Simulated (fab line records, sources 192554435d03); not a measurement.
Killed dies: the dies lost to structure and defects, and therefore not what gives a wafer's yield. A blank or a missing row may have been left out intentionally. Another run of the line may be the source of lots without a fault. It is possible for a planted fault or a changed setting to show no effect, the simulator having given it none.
A struck lot beside a sound one + flow n5Finfet + 15 out of 1938 route steps
Sound: these wafers, L513.2, L513.3, L513.4. The struck wafers were L520.2, L520.3, L520.6. The cause is given at the end.
For every step that has rows: the tool of each side, followed by ch and its chambers, followed by its first start. Under that, the readings that differ: sound wafers + struck wafers + difference of the means + sigmas: that difference in standard deviations of wafers without a fault.
alike: readings whose means differ by less than 2 such deviations, and words and numbers that are the same on both sides. not compared: withheld readings, readings that some wafer has no value for, bounds like >300 that may hide the same value, and numbers for which the record gives no deviation and whose values overlap.
The two part at a step that has a row with sigmas, a row that says differs or no value, or rows on one side only. Numbers that don't overlap but have no deviation are shown without sigmas and don't part them. Lack of a reading on every wafer of one side parts them only where that side has two or more wafers.

first, 7 steps without rows for these wafers: N5_PASSIVATION_COAT_38; N5_PASSIVATION_EBR_40; N5_PASSIVATION_SOFTBAKE_39 (time 120 s); N5_PASSIVATION_EXPOSE_41 (exposes mask PASS OPEN, defocus 0 nm, target cd 40000 nm); N5_PASSIVATION_PEB_42; N5_PASSIVATION_DEVELOP_43 (develop time 60 s); N5_PASSIVATION_HARDBAKE_45 (time 120 s).
N5_PASSIVATION_CD_MEAS_44 targets a cd of 40000 nm.
  sound on cdSem-01 ch 0, day 13 02:17; struck on cdSem-03 ch 0, day 15 11:16
  alike: cdNm
N5_PASSIVATION_OVL_MEAS_66:
  sound on overlay-01 ch 0, day 13 02:19; struck on overlay-02 ch 0, day 15 11:18
  alike: PASS_OPEN_OVL
N5_PASSIVATION_INSPECT_67: inspects for defects (macro).
  struck on defectInspect-02, day 15 11:20; sound on defectInspect-01, day 13 02:20
  alike: rawDefectCount
N5_PASSIVATION_DESCUM_46: chemistry O2, time 7.9 s.
  sound on rieDiel-04 ch 1,2, day 13 02:22; struck on rieDiel-06 ch 1,2, day 15 11:22
  alike: drypumpMotorCurrentA, oesProductAu, rfVppV, showerheadPlenumPTorr, throttleValvePct
  not compared: rfHoursCounterH
N5_PASSIVATION_PASS_ETCH_47: etches SiNx in CF4/O2, target depth 770 nm, time 385 s.
  sound on rieDiel-04 ch 1,2, day 13 02:25; struck on rieDiel-06 ch 1,2, day 15 11:24
| reading    | sound       | struck      | difference | sigmas |
|------------|-------------|-------------|------------|--------|
| rfVppV (V) | 230 235 229 | 246 255 256 | +21        | +2     |
  alike: drypumpMotorCurrentA, oesProductAu, showerheadPlenumPTorr, throttleValvePct
  not compared: rfHoursCounterH
N5_PASSIVATION_ETCH_54: etches SiO2 in CHF3/O2, target depth 880 nm, time 440 s.
  sound on rieDiel-04 ch 1,2, day 13 02:38; struck on rieDiel-06 ch 1,2, day 15 11:37
| reading                               | sound             | struck            | difference | sigmas |
|---------------------------------------|-------------------|-------------------|------------|--------|
| rfVppV (V)                            | 502 513 501       | 536 554 553       | +42        | +2     |
| model.etch.depthNm (nm)               | 850.2 883.3 851.5 | 773.3 816.3 816.5 | -59.6      |        |
| model.PASSIVATION.featureDepthNm (nm) | 850.2 883.4 851.4 | 773.4 816.4 816.6 | -59.5      |        |
  alike: drypumpMotorCurrentA, oesProductAu, showerheadPlenumPTorr, throttleValvePct
  not compared: rfHoursCounterH
N5_PASSIVATION_STRIP_48: strips in O2.
  sound on rieDiel-04 ch 1,2, day 13 02:55; struck on rieDiel-06 ch 1,2, day 15 11:55
  alike: drypumpMotorCurrentA, oesProductAu, rfVppV, showerheadPlenumPTorr, throttleValvePct
  not compared: rfHoursCounterH
N5_PASSIVATION_PROBE_49:
  the record has rows for the struck wafers here (prober-02, day 15 14:28) and none for the sound ones

## WHERE THEY PART
Earliest at N5_PASSIVATION_PASS_ETCH_47; latest, in this record, at N5_PASSIVATION_PROBE_49.

WHY: the cause the simulator had injected
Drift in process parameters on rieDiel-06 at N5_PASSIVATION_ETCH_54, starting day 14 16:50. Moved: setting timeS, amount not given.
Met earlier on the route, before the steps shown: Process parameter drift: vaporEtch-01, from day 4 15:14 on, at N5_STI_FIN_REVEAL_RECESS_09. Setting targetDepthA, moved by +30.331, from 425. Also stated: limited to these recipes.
